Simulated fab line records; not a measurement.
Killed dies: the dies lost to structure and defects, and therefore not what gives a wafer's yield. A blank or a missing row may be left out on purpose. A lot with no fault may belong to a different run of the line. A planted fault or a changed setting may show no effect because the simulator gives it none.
fab line records ; flow n5Finfet
[record] lots = 6; wafers = 18; lastDay = 17
route steps=1938 shown BEOL_M8@1358
lots untouched by any fault: they come from a run of this same line in which no faults occurred
startH: hours from the record's opening day to when the first of the lot's shown wafers began ; waitH: time in hours since the lot's previous step ; " same as the row above ; L1.1+2: a row that stands for several wafers ; - no value, or no start was given ; * or withheld: withheld ; < > ~ a bound
route shown NAME@n: a module of which the file shows steps, and the number in the route of the first ; usual: mean and standard deviation over wafers with no fault ; same: alike in all rows ; chamber/n: place in a boat ; sites: each site's reading ; _std_site: standard deviation of those values ; _edge_site: mean of outer sites minus mean of inner sites ; radiusMm: for every site, how far away it sits from the centre of the wafer ; mask NAME#n: copy n ; behind: the last tool/chamber to shape the wafer ; hold: why the lot was held/for how many hours/how that ended ; device: whichever transistor did not switch (one of n, p or np) ; end of line: tests of these same wafers at the route's end ; a step without rows: its recipe alone ; killed: dies lost to structure and defects at the first sort, not the wafer's yield ; map: per-die view of a wafer (x killed, . not killed, _ where there is no die)
set.NAME: the run value of the setting; set.NAME@STEP: its run value at that earlier step ; model.NAME: the simulator's own value behind a step, which no gauge read
lots seen at some steps along the route; tables by step, rows by wafer
services: the hour from which a tool's chamber was out of use, counted from the record's first day as startH (under 0 if before that day), plus the number of hours and why
[[steps]]
[step N5_BEOL_M8_COAT_71]
[recipe] resist = underlayer; tempC = 205; timeS = 60; spinRpm = 1500; resistThkNm = 5
[step N5_BEOL_M8_COAT_22]
[recipe] resist = CAR-EUV; spinRpm = 1500; resistThkNm = 30
[step N5_BEOL_M8_EBR_24]
[recipe] solvent = PGMEA; ebrWidthMm = 1.5
[step N5_BEOL_M8_SOFTBAKE_23]
[recipe] tempC = 110; timeS = 60; resist = CAR-EUV
[step N5_BEOL_M8_EXPOSE_25]
[recipe] maskId = V7; na = 0.33; sourceShape = annular; sigmaInner = 0.4; sigmaOuter = 0.8; polarization = unpolarized; targetCdNm = 40; doseMj = 42.5
[step N5_BEOL_M8_PEB_26]
[recipe] pebTempC = 100; pebTimeS = 60; resist = CAR-EUV
[step N5_BEOL_M8_DEVELOP_27]
[recipe] developTimeS = 30; developer = TMAH; resist = CAR-EUV; rinseLiquid = surfactantRinse; dry = airSpin; devTempC = 23
[step N5_BEOL_M8_CD_MEAS_28]
[recipe] targetCdNm = 40; landingEnergyEv = 500; detector = seInlens
[usual] cdNm = 40.05/0.22
lot.wafer;tool;chamber;startH;waitH;cdNm
L936.1;cdSem-02;0;239.15;-;39.97
L936.5;cdSem-02;0;239.15;-;39.94
L936.6;cdSem-02;0;239.15;-;39.88
L939.1;cdSem-03;0;244.12;-;39.90
L939.3;cdSem-03;0;244.12;-;40.35
L939.4;cdSem-03;0;244.12;-;40.22
L944.3;cdSem-02;0;269.14;-;39.84
L944.5;cdSem-02;0;269.14;-;40.57
L944.6;cdSem-02;0;269.14;-;39.76
L943.1;cdSem-02;0;278.19;-;39.77
L943.2;cdSem-02;0;278.19;-;39.96
L943.4;cdSem-02;0;278.19;-;39.80
L949.1;cdSem-01;0;314.28;-;40.00
L949.4;cdSem-01;0;314.28;-;40.49
L949.6;cdSem-01;0;314.28;-;39.74
L955.2;cdSem-02;0;351.00;-;39.63
L955.4;cdSem-02;0;351.00;-;39.40
L955.6;cdSem-02;0;351.00;-;39.95
[step N5_BEOL_M8_OVL_MEAS_29]
[recipe] pointsPerWafer = 522
[usual] V7_OVL = 0.0/0.63
lot.wafer;tool;chamber;startH;waitH;V7_OVL[nm]
L936.1;overlay-02;0;239.18;0.0;0.4
L936.5;overlay-02;0;239.18;0.0;0.6
L936.6;overlay-02;0;239.18;0.0;0.4
L939.1;overlay-01;0;244.15;0.0;-0.7
L939.3;overlay-01;0;244.15;0.0;0.1
L939.4;overlay-01;0;244.15;0.0;0.7
L944.3;overlay-02;0;269.17;0.0;-0.7
L944.5;overlay-02;0;269.17;0.0;-0.4
L944.6;overlay-02;0;269.17;0.0;1.3
L943.1;overlay-02;0;278.22;0.0;0.3
L943.2;overlay-02;0;278.22;0.0;-0.6
L943.4;overlay-02;0;278.22;0.0;-0.8
L949.1;overlay-01;0;314.31;0.0;-0.8
L949.4;overlay-01;0;314.31;0.0;0.1
L949.6;overlay-01;0;314.31;0.0;-0.7
L955.2;overlay-01;0;351.03;0.0;-0.5
L955.4;overlay-01;0;351.03;0.0;0.5
L955.6;overlay-01;0;351.03;0.0;-0.4
[step N5_BEOL_M8_INSPECT_30]
[recipe] mode = adi; inspectInstrument = brightfield
[usual] rawDefectCount = 420/85
lot.wafer;tool;chamber;startH;waitH;rawDefectCount
L936.1;defectInspect-02;-;239.24;0.1;603
L936.5;defectInspect-02;-;239.24;0.1;479
L936.6;defectInspect-02;-;239.24;0.1;421
L939.1;defectInspect-01;-;244.21;0.1;409
L939.3;defectInspect-01;-;244.21;0.1;427
L939.4;defectInspect-01;-;244.21;0.1;516
L944.3;defectInspect-02;-;269.22;0.0;559
L944.5;defectInspect-02;-;269.22;0.0;594
L944.6;defectInspect-02;-;269.22;0.0;530
L943.1;defectInspect-02;-;278.28;0.1;431
L943.2;defectInspect-02;-;278.28;0.1;483
L943.4;defectInspect-02;-;278.28;0.1;438
L949.1;defectInspect-02;-;314.37;0.1;501
L949.4;defectInspect-02;-;314.37;0.1;328
L949.6;defectInspect-02;-;314.37;0.1;502
L955.2;defectInspect-02;-;351.08;0.0;543
L955.4;defectInspect-02;-;351.08;0.0;630
L955.6;defectInspect-02;-;351.08;0.0;508
[step N5_BEOL_M8_DESCUM_33]
[recipe] chemistry = O2; timeS = 7; sourcePowerW = 50; biasPowerW = 20; pressureMtorr = 20; rfFrequencyHz = 2.712e+07; tempC = 40; resist = CAR-EUV; o2FlowSccm = 225
[usual] drypumpMotorCurrentA = 5.8/0.35; oesProductAu = 0.83/0.09; rfVppV = 243.3/1.6; showerheadPlenumPTorr = 2.11/0.083; throttleValvePct = 20.28/0.14
lot.wafer;tool;chamber;startH;waitH;drypumpMotorCurrentA;oesProductAu;rfHoursCounterH;rfVppV;showerheadPlenumPTorr;throttleValvePct
L936.1;rieDiel-04;2;240.99;1.8;6.2;1.03;0;241.3;2.07;20.26
L936.5;rieDiel-04;2;240.99;1.8;6.3;1.03;-;241.5;2.07;20.27
L936.6;rieDiel-04;0;240.99;1.8;5.5;0.86;-;245.1;2.22;20.15
L939.1;rieDiel-03;0;244.25;0.0;5.7;0.91;23;243.4;2.03;20.15
L939.3;rieDiel-03;2;244.25;0.0;4.8;0.91;12;241.5;2.04;20.24
L939.4;rieDiel-03;3;244.25;0.0;6.1;0.82;80;244.2;2.11;20.34
L944.3;rieDiel-04;1;269.73;0.5;5.7;0.73;210;245.6;2.17;20.41
L944.5;rieDiel-04;0;269.73;0.5;5.5;0.86;-;245.9;2.21;20.18
L944.6;rieDiel-04;1;269.73;0.5;5.7;0.73;-;244.7;2.17;20.39
L943.1;rieDiel-04;0;278.31;0.0;5.6;0.83;67;243.2;2.21;20.18
L943.2;rieDiel-04;1;278.31;0.0;5.7;0.72;212;244.7;2.17;20.42
L943.4;rieDiel-04;2;278.31;0.0;6.2;0.96;14;241.4;2.07;20.28
L949.1;rieDiel-02;1;314.76;0.4;5.6;0.89;24;244.8;2.23;20.18
L949.4;rieDiel-02;0;314.76;0.4;5.9;0.83;-;243.0;2.10;20.34
L949.6;rieDiel-02;2;314.76;0.4;5.9;0.70;-;240.1;1.98;20.47
L955.2;rieDiel-02;2;351.15;0.1;5.9;0.69;233;239.7;1.97;20.49
L955.4;rieDiel-02;1;351.15;0.1;5.6;0.86;-;244.6;2.22;20.22
L955.6;rieDiel-02;2;351.15;0.1;5.9;0.69;-;241.9;1.97;20.49
[step N5_BEOL_M8_ETCH_72]
[recipe] chemistry = N2/H2; target = underlayer; targetDepthA = 65; maskMaterial = CAR-EUV; timeS = 5.2; ionEnergyEv = 200; pressureMtorr = 30; sourceW = 840; biasW = 150; n2FlowSccm = 200; h2FlowSccm = 200; ends = cleared
[usual] drypumpMotorCurrentA = 5.8/0.35; etchRfOnTimeS = 5.13/0.096; oesProductAu = 0.71/0.078; rfVppV = 524.5/3; showerheadPlenumPTorr = 2.56/0.092; throttleValvePct = 17.73/0.21
lot.wafer;tool;chamber;startH;waitH;drypumpMotorCurrentA;etchRfOnTimeS;oesProductAu;rfHoursCounterH;rfVppV;showerheadPlenumPTorr;throttleValvePct
L936.1;rieDiel-04;2;241.02;0.0;6.3;5.07;0.87;0;521.9;2.50;17.58
L936.5;rieDiel-04;2;241.02;0.0;6.3;5.06;0.87;-;522.8;2.50;17.55
L936.6;rieDiel-04;0;241.02;0.0;5.5;5.06;0.73;-;528.7;2.68;17.44
L939.1;rieDiel-03;0;244.28;0.0;5.8;5.06;0.78;23;523.5;2.49;17.80
L939.3;rieDiel-03;2;244.28;0.0;4.8;5.04;0.78;12;524.5;2.48;17.55
L939.4;rieDiel-03;3;244.28;0.0;6.1;5.26;0.70;80;523.3;2.57;17.80
L944.3;rieDiel-04;1;269.76;0.0;5.7;5.27;0.61;210;525.4;2.62;17.92
L944.5;rieDiel-04;0;269.76;0.0;5.5;5.13;0.73;-;527.6;2.67;17.42
L944.6;rieDiel-04;1;269.76;0.0;5.7;5.24;0.62;-;526.9;2.62;17.88
L943.1;rieDiel-04;0;278.35;0.0;5.5;5.03;0.72;67;527.1;2.67;17.47
L943.2;rieDiel-04;1;278.35;0.0;5.7;5.18;0.62;212;527.3;2.62;17.89
L943.4;rieDiel-04;2;278.35;0.0;6.2;5.18;0.82;14;524.8;2.49;17.60
L949.1;rieDiel-02;1;314.79;0.0;5.6;5.02;0.77;24;527.1;2.70;17.46
L949.4;rieDiel-02;0;314.79;0.0;5.9;5.03;0.71;-;524.4;2.55;17.77
L949.6;rieDiel-02;2;314.79;0.0;5.9;5.23;0.60;-;517.7;2.43;18.13
L955.2;rieDiel-02;2;351.19;0.0;5.9;5.21;0.59;233;520.1;2.42;18.14
L955.4;rieDiel-02;1;351.19;0.0;5.6;5.03;0.75;-;529.5;2.69;17.49
L955.6;rieDiel-02;2;351.19;0.0;5.9;5.21;0.59;-;522.3;2.42;18.15
[step N5_BEOL_M8_ETCH_65]
[recipe] chemistry = CF4; target = SiARC; targetDepthA = 156; maskMaterial = CAR-EUV; timeS = 26; ionEnergyEv = 80; pressureMtorr = 40; sourceW = 545; biasW = 36; Ar_flow_sccm = 100; cf4FlowSccm = 100; ends = cleared
[usual] cf4FlowSccm = 99.99/0.27; drypumpMotorCurrentA = 5.8/0.35; etchRfOnTimeS = 25.8/0.45; oesProductAu = 0.71/0.076; rfVppV = 184.3/1.1; showerheadPlenumPTorr = 2.16/0.079; throttleValvePct = 15.47/0.15
lot.wafer;tool;chamber;startH;waitH;cf4FlowSccm;drypumpMotorCurrentA;etchRfOnTimeS;oesProductAu;rfHoursCounterH;rfVppV;showerheadPlenumPTorr;throttleValvePct
L936.1;rieDiel-04;2;241.04;0.0;99.81;6.3;25.6;0.87;0;184.1;2.11;15.31
L936.5;rieDiel-04;2;241.04;0.0;100.28;6.3;25.8;0.88;-;184.2;2.11;15.31
L936.6;rieDiel-04;0;241.04;0.0;100.57;5.6;25.9;0.74;-;185.0;2.28;15.36
L939.1;rieDiel-03;0;244.30;0.0;100.01;5.8;25.2;0.78;23;183.9;2.11;15.40
L939.3;rieDiel-03;2;244.30;0.0;100.21;4.8;25.1;0.79;12;183.0;2.10;15.38
L939.4;rieDiel-03;3;244.30;0.0;100.20;6.1;26.3;0.70;80;182.9;2.16;15.57
L944.3;rieDiel-04;1;269.78;0.0;70.10;5.7;27.3;0.60;210;185.8;1.99;14.38
L944.5;rieDiel-04;0;269.78;0.0;69.89;5.5;26.8;0.70;-;185.1;2.04;14.13
L944.6;rieDiel-04;1;269.78;0.0;69.87;5.7;27.4;0.60;-;184.6;1.99;14.38
L943.1;rieDiel-04;0;278.37;0.0;69.72;5.5;27.0;0.70;67;186.2;2.04;14.14
L943.2;rieDiel-04;1;278.37;0.0;70.03;5.7;27.1;0.61;212;185.0;1.98;14.39
L943.4;rieDiel-04;2;278.37;0.0;69.78;6.3;27.3;0.79;14;183.8;1.89;14.07
L949.1;rieDiel-02;1;314.81;0.0;99.87;5.6;24.8;0.78;24;186.9;2.27;15.32
L949.4;rieDiel-02;0;314.81;0.0;100.09;5.9;25.4;0.71;-;185.1;2.16;15.50
L949.6;rieDiel-02;2;314.81;0.0;99.93;5.9;25.5;0.61;-;183.3;2.03;15.74
L955.2;rieDiel-02;2;351.20;0.0;99.65;5.9;26.0;0.59;233;183.9;2.03;15.76
L955.4;rieDiel-02;1;351.20;0.0;99.74;5.6;25.2;0.74;-;186.4;2.26;15.36
L955.6;rieDiel-02;2;351.20;0.0;100.03;5.9;26.1;0.59;-;184.3;2.03;15.77
[step N5_BEOL_M8_ETCH_66]
[recipe] chemistry = N2/H2; target = SOC; targetDepthA = 800; overetchA = 160; maskMaterial = SiARC; tempC = 40; timeS = 120; ionEnergyEv = 200; pressureMtorr = 30; sourceW = 840; biasW = 150; n2FlowSccm = 200; h2FlowSccm = 200
[usual] drypumpMotorCurrentA = 5.8/0.35; oesProductAu = 0.63/0.065; rfVppV = 524.4/2.8; showerheadPlenumPTorr = 2.56/0.092; throttleValvePct = 17.68/0.2
lot.wafer;tool;chamber;startH;waitH;drypumpMotorCurrentA;oesProductAu;rfHoursCounterH;rfVppV;showerheadPlenumPTorr;throttleValvePct
L936.1;rieDiel-04;2;241.07;0.0;6.3;0.77;0;523.3;2.50;17.51
L936.5;rieDiel-04;2;241.07;0.0;6.3;0.77;-;521.4;2.50;17.53
L936.6;rieDiel-04;0;241.07;0.0;5.5;0.66;-;528.7;2.68;17.39
L939.1;rieDiel-03;0;244.33;0.0;5.7;0.68;23;523.5;2.48;17.73
L939.3;rieDiel-03;2;244.33;0.0;4.7;0.69;12;522.5;2.48;17.53
L939.4;rieDiel-03;3;244.33;0.0;6.1;0.62;80;524.9;2.57;17.74
L944.3;rieDiel-04;1;269.81;0.0;5.7;0.56;210;527.5;2.62;17.86
L944.5;rieDiel-04;0;269.81;0.0;5.6;0.65;-;528.4;2.67;17.41
L944.6;rieDiel-04;1;269.81;0.0;5.7;0.55;-;523.6;2.62;17.85
L943.1;rieDiel-04;0;278.39;0.0;5.5;0.64;67;528.8;2.67;17.42
L943.2;rieDiel-04;1;278.39;0.0;5.7;0.55;212;526.7;2.62;17.86
L943.4;rieDiel-04;2;278.39;0.0;6.3;0.73;14;524.6;2.49;17.55
L949.1;rieDiel-02;1;314.83;0.0;5.6;0.68;24;529.3;2.70;17.41
L949.4;rieDiel-02;0;314.83;0.0;5.9;0.63;-;523.2;2.55;17.71
L949.6;rieDiel-02;2;314.83;0.0;5.9;0.54;-;521.4;2.43;18.05
L955.2;rieDiel-02;2;351.23;0.0;5.9;0.53;233;520.5;2.42;18.11
L955.4;rieDiel-02;1;351.23;0.0;5.6;0.66;-;528.6;2.69;17.46
L955.6;rieDiel-02;2;351.23;0.0;5.9;0.53;-;518.8;2.42;18.09
[[services]]
tool;chamber;startH;hours;kind
rieDiel-02;1;219.16;-;clean
rieDiel-02;1;219.16;-;consumableReplace:focusRing
rieDiel-02;1;219.16;-;consumableReplace:showerhead
rieDiel-02;1;219.16;21.4;scheduledDown
rieDiel-02;1;219.16;21.4;ventCycle
rieDiel-03;-;223.88;15.6;pm
rieDiel-04;3;238.86;7.2;repair
rieDiel-02;3;311.75;-;clean
rieDiel-02;3;311.75;-;consumableReplace:focusRing
rieDiel-02;3;311.75;20.7;scheduledDown
rieDiel-02;3;311.75;20.7;ventCycle
rieDiel-02;0;349.30;4.2;repair
[[key]]
[firstSign] step = N5_BEOL_M8_ETCH_65; reading = cf4FlowSccm; direction = down; sigmas = 99+; usual = 99.99; struck = 69.90
[effect] step = N5_BEOL_M8_ETCH_65; reading = throttleValvePct; direction = down; sigmas = 8.2; usual = *; struck = *
metAt N5_BEOL_M8_ETCH_65
struckWafers L943.1,L943.2,L943.4,L944.3,L944.5,L944.6
onsetBetween 241.04 269.78
[fault] kind = processParameterDrift; tool = rieDiel-04; chamber = -; onsetH = 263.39; steps = N5_BEOL_M8_ETCH_65; channel = cf4FlowSccm; offset = -30; shape = step; endH = 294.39; actsIn = theseRecipesOnly; stated = 100
